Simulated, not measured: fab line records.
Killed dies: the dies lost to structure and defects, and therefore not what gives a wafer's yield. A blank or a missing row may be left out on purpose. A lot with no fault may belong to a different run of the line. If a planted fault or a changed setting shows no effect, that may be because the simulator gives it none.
Chamber matching :: flow nand_harc :: 4 sister chambers for NHARC_A_CHANNEL_HOLE_D2_ETCH_44 on rie_diel-13
The step etches the open film in CF4/O2, target depth 140 nm, overetch 14 nm, time 77 s. 4 wafers are shown with their chamber, then 8 later ones without.

## WAFERS, EACH WITH ITS CHAMBER
wafer: L298.1
chamber: 2
drypump_motor_current_A (A): 5.5

wafer: L298.2
chamber: 0
drypump_motor_current_A (A): 5.8

wafer: L298.5
chamber: 1
drypump_motor_current_A (A): 5.3

wafer: L310.1
chamber: 3
drypump_motor_current_A (A): 6.0

## WAFERS WITH NO CHAMBER GIVEN
wafer: L310.3
drypump_motor_current_A (A): 5.3

wafer: L310.4
drypump_motor_current_A (A): 5.5

wafer: L312.2
drypump_motor_current_A (A): 6.1

wafer: L312.5
drypump_motor_current_A (A): 5.8

wafer: L312.6
drypump_motor_current_A (A): 6.0

wafer: L315.2
drypump_motor_current_A (A): 6.0

wafer: L315.3
drypump_motor_current_A (A): 5.5

wafer: L315.4
drypump_motor_current_A (A): 5.3

## WHICH CHAMBER EACH WENT THROUGH
wafer: L310.3
from the rows above: 1
in truth: 1

wafer: L310.4
from the rows above: 2
in truth: 2

wafer: L312.2
from the rows above: 3
in truth: 3

wafer: L312.5
from the rows above: 0
in truth: 0

wafer: L312.6
from the rows above: 3
in truth: 3

wafer: L315.2
from the rows above: 3
in truth: 3

wafer: L315.3
from the rows above: 2
in truth: 2

wafer: L315.4
from the rows above: 1
in truth: 1
Correct placement for 8 of the 8. Number that these rows cannot place: 0. Wrongly placed: 0.
How it was worked out, from the rows above alone: a wafer's distance from a chamber is the root of the sum, over the readings, of the square of ((its reading less the chamber's mean) divided by the reading's scatter). The wafer belongs to the nearest chamber; if the next one is less than 2 further off, it can't be placed. For every chamber, the mean is computed from those of its wafers that are shown. The scatter: root of mean squared gap, hidden wafer to nearest shown wafer, with one shown wafer a chamber.
